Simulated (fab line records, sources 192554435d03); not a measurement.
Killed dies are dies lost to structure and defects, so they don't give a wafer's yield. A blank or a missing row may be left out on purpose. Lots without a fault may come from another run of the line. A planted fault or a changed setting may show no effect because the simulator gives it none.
fab line records | flow n5_finfet
record lots=11 wafers=33 last_day=17
route steps=1938 shown MIM_TOP@1838 MIM_TOP_LITHO@1847 MIM_TOP_ETCH@1853 TV_OPEN@1888
lots that met no fault: from a run of the same line without faults
start_h: hours from the record's first day to the start of the lot's first wafer shown | wait_h: hours since the lot's step before | " the same as in the row above | L1.1+2: a row that stands for several wafers | - no value, or no start given | * or withheld: withheld | < > ~ a bound
route shown NAME@n: a module of which the file shows steps, and the number in the route of the first | usual: mean/standard deviation of fault-free wafers | same: alike in all rows | chamber/n: place in a boat | sites: the reading at each site | _std_site: their standard deviation | _edge_site: outer sites' mean less inner sites' | radius_mm: how far each site lies from the wafer's centre | mask NAME#n: copy n | behind: the tool/chamber that last shaped the wafer | hold: why the lot was held/for how many hours/how that ended | device: the transistor (n, p or np) that didn't switch | end of line: the same wafers' tests at the end of the route | a step without rows: its recipe alone | killed: dies lost to structure and defects at the first sort, not the wafer's yield | map: a wafer's dies, x killed, . not, _ none there
set.NAME: the setting as run; set.NAME@STEP: as run at that earlier step | model.NAME: the simulator's own value behind a step, which no gauge read
steps of the route over a sample of lots; a table a step, a row a wafer
services: from which hour (start_h, from the record's first day; less than 0 if before it) a tool's chamber was out of use, for how many hours, and why
## steps
# step N5_MIM_TOP_SPUTTER_03
# recipe material=TiN target_thk_a=350 temp_c=200 power_w=3000 chamber_pressure_pa=0.49996 gas=Ar reactive_partial_pa=0.37997 time_s=89.7
# usual throttle_valve_pct=30.0/0.92
# columns lot.wafer tool chamber start_h wait_h throttle_valve_pct
L435.1 pvd_sputter-01 - 280.47 0.0 30.6
L435.4 " - " " 30.1
L435.6 " - " " 29.9
L434.1 pvd_sputter-03 - 290.48 0.0 31.4
L434.3 " - " " 29.6
L434.4 " - " " 30.3
L438.3 pvd_sputter-01 - 295.22 0.0 30.2
L438.5 " - " " 29.7
L438.6 " - " " 30.6
L442.1 pvd_sputter-03 - 334.65 0.0 29.7
L442.2 " - " " 31.8
L442.4 " - " " 30.3
L447.1 pvd_sputter-03 - 346.39 0.0 30.6
L447.3 " - " " 29.8
L447.4 " - " " 29.6
L449.2 pvd_sputter-02 - 368.21 0.0 30.1
L449.4 " - " " 30.2
L449.5 " - " " 28.9
L451.1 pvd_sputter-02 - 383.69 0.0 30.0
L451.4 " - " " 28.7
L451.5 " - " " 28.8
L453.1 pvd_sputter-02 - 399.60 0.0 29.7
L453.2 " - " " 30.2
L453.5 " - " " 28.5
L454.2 pvd_sputter-01 - 399.60 0.0 30.6
L454.3 " - " " 30.3
L454.4 " - " " 29.8
L455.1 pvd_sputter-02 - 400.00 0.0 30.0
L455.4 " - " " 30.3
L455.5 " - " " 30.1
L452.3 pvd_sputter-03 - 403.01 0.0 29.2
L452.4 " - " " 30.6
L452.5 " - " " 30.6
# step N5_MIM_TOP_LITHO_CD_MEAS_08
# recipe target_cd_nm=2000 landing_energy_ev=500 detector=se_inlens
# usual cd_nm=2000.5/2.1
# columns lot.wafer tool chamber start_h wait_h cd_nm
L435.1 cd_sem-01 0 280.86 - 2000.6
L435.4 " 0 " " 1999.1
L435.6 " 0 " " 1999.8
L434.1 cd_sem-01 0 291.01 - 1999.8
L434.3 " 0 " " 2004.9
L434.4 " 0 " " 1998.5
L438.3 cd_sem-02 0 295.62 - 1997.3
L438.5 " 0 " " 1997.2
L438.6 " 0 " " 1996.6
L442.1 cd_sem-03 0 335.18 - 1999.7
L442.2 " 0 " " 1996.8
L442.4 " 0 " " 1999.1
L447.1 cd_sem-03 0 346.78 - 2000.0
L447.3 " 0 " " 1996.4
L447.4 " 0 " " 1997.4
L449.2 cd_sem-02 0 368.60 - 1997.7
L449.4 " 0 " " 1999.0
L449.5 " 0 " " 1999.1
L451.1 cd_sem-03 0 384.08 - 1998.5
L451.4 " 0 " " 1996.6
L451.5 " 0 " " 2000.9
L453.1 cd_sem-03 0 400.11 - 2001.8
L453.2 " 0 " " 2001.9
L453.5 " 0 " " 2003.5
L454.2 cd_sem-02 0 400.15 - 2000.8
L454.3 " 0 " " 2001.5
L454.4 " 0 " " 2001.4
L455.1 cd_sem-03 0 400.39 - 2004.9
L455.4 " 0 " " 2002.4
L455.5 " 0 " " 1999.5
L452.3 cd_sem-03 0 403.41 - 1999.0
L452.4 " 0 " " 2001.6
L452.5 " 0 " " 1999.0
# step N5_MIM_TOP_ETCH_PECVD_03
# recipe material=SiNx target_thk_a=200 temp_c=400 precursor=SiH4/NH3/N2 pressure_torr=1.5 rf_w=300 time_s=17.6
# usual heater_power_w=754/67 showerhead_plenum_p_Torr=5.14/0.058 showerhead_vpp_V=1088/61 throttle_valve_pct=40.2/2.4
# columns lot.wafer tool chamber start_h wait_h heater_power_w showerhead_plenum_p_Torr showerhead_vpp_V throttle_valve_pct
L435.1 pecvd-04 1 281.40 - 825 5.09 1058 40.1
L435.4 " 2 " " 742 5.20 1061 38.1
L435.6 " 1 " " 687 5.07 1064 40.0
L434.1 pecvd-02 1 292.21 - 736 5.03 1063 39.0
L434.3 " 0 " " 736 5.25 1168 40.1
L434.4 " 1 " " 746 5.04 1061 39.4
L438.3 pecvd-04 2 297.00 - 722 5.20 1059 38.4
L438.5 " 1 " " 780 5.09 1070 40.1
L438.6 " 0 " " 767 5.14 1136 43.3
L442.1 pecvd-04 0 336.67 - 742 5.13 1154 43.4
L442.2 " 2 " " 755 5.20 1072 38.3
L442.4 " 0 " " 738 5.16 1139 43.5
L447.1 pecvd-03 1 347.18 - 621 5.14 1039 42.9
L447.3 " 0 " " 832 5.14 999 41.8
L447.4 " 0 " " 839 5.11 1015 42.0
L449.2 pecvd-03 2 369.22 - 761 5.18 1194 36.1
L449.4 " 0 " " 809 5.13 1002 42.1
L449.5 " 2 " " 756 5.18 1160 36.2
L451.1 pecvd-02 2 384.78 - 693 5.12 1127 38.4
L451.4 " 1 " " 751 5.03 1046 39.4
L451.5 " 2 " " 689 5.11 1146 38.8
L453.1 pecvd-03 2 400.55 - 773 5.16 1168 36.4
L453.2 " 0 " " 842 5.12 1004 41.9
L453.5 " 0 " " 851 5.11 1014 42.0
L454.2 pecvd-04 0 400.58 - 791 5.14 1135 44.1
L454.3 " 2 " " 731 5.20 1053 38.8
L454.4 " 1 " " 826 5.08 1051 39.8
L455.1 pecvd-03 1 400.77 - 696 5.12 1045 43.0
L455.4 " 1 " " 711 5.13 1027 43.0
L455.5 " 2 " " 758 5.19 1179 36.3
L452.3 pecvd-02 0 403.78 - 859 5.26 1165 40.2
L452.4 " 2 " " 690 5.12 1116 38.6
L452.5 " 0 " " 851 5.26 1184 40.1
# step N5_PASSIVATION_VIA_ETCH_13
# recipe chemistry=CHF3/O2 target=SiO2 target_depth_a=6600 CHF3_flow_sccm=50 O2_flow_sccm=5 Ar_flow_sccm=200 time_s=330 mask_material=PR pressure_mtorr=30 source_w=650 bias_w=170 ion_energy_ev=200 ends=cleared
# usual bias_w=169.9/0.5 drypump_motor_current_A=5.8/0.41 etch_rf_on_time_s=235/5.2 oes_product_au=0.70/0.072 rf_vpp_V=525/8.1 showerhead_plenum_p_Torr=2.37/0.053 throttle_valve_pct=18.95/0.22
# columns lot.wafer tool chamber start_h wait_h bias_w drypump_motor_current_A etch_rf_on_time_s oes_product_au rf_hours_counter_h rf_vpp_V showerhead_plenum_p_Torr throttle_valve_pct
L435.1 rie_diel-02 3 283.81 0.0 169.3 6.3 232 0.73 108 534 2.42 18.92
L435.4 " 2 " " 170.6 6.0 249 0.63 199 525 2.47 19.13
L435.6 " 2 " " 169.9 6.0 249 0.62 - 525 2.47 19.13
L434.1 rie_diel-02 2 295.79 0.0 170.7 6.0 242 0.62 204 523 2.47 19.14
L434.3 " 0 " " 170.5 5.0 236 0.73 80 527 2.33 18.82
L434.4 " 3 " " 169.9 6.3 233 0.72 110 533 2.42 18.93
L438.3 rie_diel-01 0 302.58 0.0 170.2 6.4 226 0.80 44 523 2.35 18.51
L438.5 " 3 " " 170.5 6.2 235 0.67 - 541 2.32 18.92
L438.6 " 0 " " 169.8 6.3 232 0.79 - 523 2.35 18.51
L442.1 rie_diel-02 2 339.75 0.0 162.3 6.0 244 0.60 222 505 2.46 19.16
L442.2 " 3 " " 169.4 6.3 233 0.71 124 533 2.41 18.96
L442.4 " 1 " " 169.5 5.8 238 0.82 - 524 2.35 19.11
L447.1 rie_diel-06 2 351.00 0.0 170.3 6.2 233 0.62 237 522 2.39 19.39
L447.3 " 0 " " 170.0 5.6 228 0.78 41 517 2.37 19.07
L447.4 " 1 " " 170.1 5.5 237 0.64 209 534 2.37 18.48
L449.2 rie_diel-01 3 371.40 0.0 169.8 6.3 233 0.65 205 541 2.31 18.96
L449.4 " 1 " " 170.6 5.4 240 0.64 230 507 2.30 18.90
L449.5 " 2 " " 169.1 5.8 241 0.65 - 525 2.38 19.03
L451.1 rie_diel-01 1 390.12 0.0 170.1 5.5 236 0.64 236 509 2.30 18.89
L451.4 " 0 " " 170.2 6.3 233 0.76 77 522 2.33 18.56
L451.5 " 1 " " 169.4 5.5 243 0.63 - 508 2.30 18.91
L452.3 rie_diel-06 1 407.73 0.0 169.9 5.5 242 0.62 230 532 2.36 18.50
L452.4 " 1 " " 170.6 5.5 241 0.61 - 534 2.36 18.50
L452.5 " 3 " " 170.5 5.2 237 0.85 - 517 2.47 18.88
L455.1 rie_diel-01 0 407.79 0.0 170.0 6.4 230 0.75 81 523 2.33 18.58
L455.4 " 1 " " 169.7 5.4 239 0.63 241 508 2.29 18.91
L455.5 " 2 " " 170.6 5.9 239 0.65 - 523 2.38 19.05
L454.2 rie_diel-01 2 408.50 0.0 169.8 5.8 231 0.66 233 525 2.38 19.05
L454.3 " 3 " " 169.7 6.2 235 0.64 216 541 2.30 18.97
L454.4 " 0 " " 169.9 6.3 226 0.76 81 522 2.33 18.57
L453.1 rie_diel-01 3 409.48 0.0 170.1 6.2 232 0.64 216 540 2.30 19.00
L453.2 " 2 " " 169.3 5.9 233 0.65 234 525 2.38 19.04
L453.5 " 2 " " 169.7 5.9 238 0.64 - 525 2.38 19.07
## services
# columns tool chamber start_h hours kind
pecvd-02 2 258.87 2.1 scheduled_down
pecvd-04 1 273.54 5.3 repair
pvd_sputter-02 - 281.96 0.5 repair
rie_diel-06 - 291.33 15.6 pm
rie_diel-02 3 315.13 4.7 repair
rie_diel-02 0 339.01 2.1 repair
pecvd-02 - 346.37 2.8 pm
rie_diel-01 1 348.30 14.7 repair
rie_diel-06 3 351.85 - clean
rie_diel-06 3 351.85 - consumable_replace:focus_ring
rie_diel-06 3 351.85 14.5 scheduled_down
rie_diel-06 3 351.85 14.5 vent_cycle
rie_diel-02 0 361.56 5.1 repair
rie_diel-01 - 368.32 1.0 repair
pecvd-03 - 372.60 2.8 pm
pecvd-04 1 379.70 11.8 repair
rie_diel-06 2 391.22 - clean
rie_diel-06 2 391.22 - consumable_replace:focus_ring
pvd_sputter-03 - 407.82 2.5 repair
pecvd-04 2 407.85 2.1 scheduled_down
## key
first_sign step=N5_PASSIVATION_VIA_ETCH_13 reading=bias_w direction=down sigmas=15 usual=* struck=*
effect none on later readings
met_at N5_PASSIVATION_VIA_ETCH_13
struck_lots L442
struck_wafers L442.1
not_acting_at N5_MIM_TOP_SPUTTER_03,N5_MIM_TOP_LITHO_CD_MEAS_08,N5_MIM_TOP_ETCH_PECVD_03
onset_between 295.79 339.75
fault kind=process_parameter_drift tool=rie_diel-02 chamber=2 onset_h=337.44 steps=N5_PASSIVATION_VIA_ETCH_13 channel=bias_w offset=* shape=step end_h=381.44 acts_in=* stated=*
